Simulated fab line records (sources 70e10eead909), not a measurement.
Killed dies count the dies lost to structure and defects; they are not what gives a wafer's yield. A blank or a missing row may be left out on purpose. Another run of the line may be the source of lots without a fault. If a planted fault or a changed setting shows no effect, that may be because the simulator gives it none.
Problem report in the 8D (eight disciplines) form, filled by code :: flow nandHarc :: the parts of the form that need people (team, actions taken, sign-off) are left out

1. WHAT WENT WRONG
A mean of 72.5 s is read at NHARC_A_M1_ETCH_28 for runLengthS, taken on 1 wafer of 1 lot, against 94.1 s (standard deviation 0.42) on wafers free of any fault. Measured from the usual mean, that is -51 standard deviations.
The step: etches the open film in CF4/N2, target depth 30 nm, time 72.99 s.
First seen on wafer L672.3, day 26 19:09, on rieDiel-04. At this step, 39 wafers from 13 lots have a number in the record. Rule for "out" (also "out of limits"): further than 4 standard deviations from the usual mean. All remaining wafers that have a number are taken as sound.

2. WHAT IT IS, AND WHAT IT ISN'T
question: which readings at this step
is: runLengthS
is not: drypumpMotorCurrentA, n2FlowSccm, oesProductAu, rfVppV, showerheadPlenumPTorr

question: which lots
is: L672
is not: L665, L666, L670, L671, L680, L681, L682, L683, L684, L685, L687, L688

question: which wafers of those lots
is: L672.3
is not: L672.1, L672.5

question: read on which tools
is: rieDiel-04
is not: rieDiel-02, rieDiel-03

question: when
is: from day 26 19:09
is not: up to then (14 sound wafers); but 24 sound wafers of L680, L681, L682, L683, L684, L685, L687, L688 came after

3. WHAT RULES OUT EACH SUSPECT
Counting: a tool at a process step up to the reading stays a suspect if it ran every lot that is out. Sound lots after the first of them don't rule it out here, since some wafers of a struck lot are sound.
- cvdW-02 at NHARC_A_BLC_CVD_24 (deposits W, target thk 150 nm, time 434 s): kept. L672, the lot that is out, went through it at day 26 15:30; up to then, the latest sound lot through it was L671 at day 24 23:08. Because NHARC_A_BLC_CVD_24 lacks a start for some lots, the hours and order of its lots are taken from NHARC_A_M0_DEGAS_28.
- pvdSputter-02 at NHARC_A_M0_DEGAS_28 (time 60 s): kept. L672, the lot that is out, went through it at day 26 15:30; up to then, the latest sound lot through it was L671 at day 24 23:08.
- rieDiel-04 at NHARC_A_M1_ETCH_28 (etches the open film in CF4/N2, target depth 30 nm, time 72.99 s): kept. L672, the lot that is out, went through it at day 26 19:09; up to then, the latest sound lot through it was L666 at day 23 17:29. Its own readings are out on those wafers: runLengthS.
- rieDiel-04, NHARC_A_M1_ETCH_28: wafers that are out in chamber 0, sound lot-mates in chambers 1, 3.
Still standing after the count: cvdW-02 at NHARC_A_BLC_CVD_24, pvdSputter-02 at NHARC_A_M0_DEGAS_28, rieDiel-04 at NHARC_A_M1_ETCH_28.

4. THE CAUSE (what the simulator had put in)
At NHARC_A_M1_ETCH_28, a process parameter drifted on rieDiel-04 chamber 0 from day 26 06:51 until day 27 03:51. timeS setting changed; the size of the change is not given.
Of the 3 suspects that counting leaves, this tool is one.

5. SEQUENCE OF EFFECTS, ordered by route
One row per reading whose mean, taken over the struck wafers that have a number, lies over 3 standard deviations from the usual. Readings are gone through only where the record gives a usual standard deviation; hours: the median, over the lots, of the time from a lot's start at the first step in this table giving one to that lot's start at this step; sigmas: the change measured in usual standard deviations.
hours: 0
step: NHARC_A_M1_ETCH_28
reading: runLengthS
usual: 94.1 s
on struck wafers: 72.5
change: -21.6
sigmas: -51
Process steps it contains:
- NHARC_A_M1_ETCH_28: etches the open film in CF4/N2, target depth 30 nm, time 72.99 s.
Readings that are blank on the struck wafers while sound wafers have them: biasW at NHARC_A_M1_ETCH_28.

6. WHAT WOULD HAVE CAUGHT IT SOONER
In this record the first reading out of limits was taken at day 26 19:09, 12 hours after the fault began at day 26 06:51.
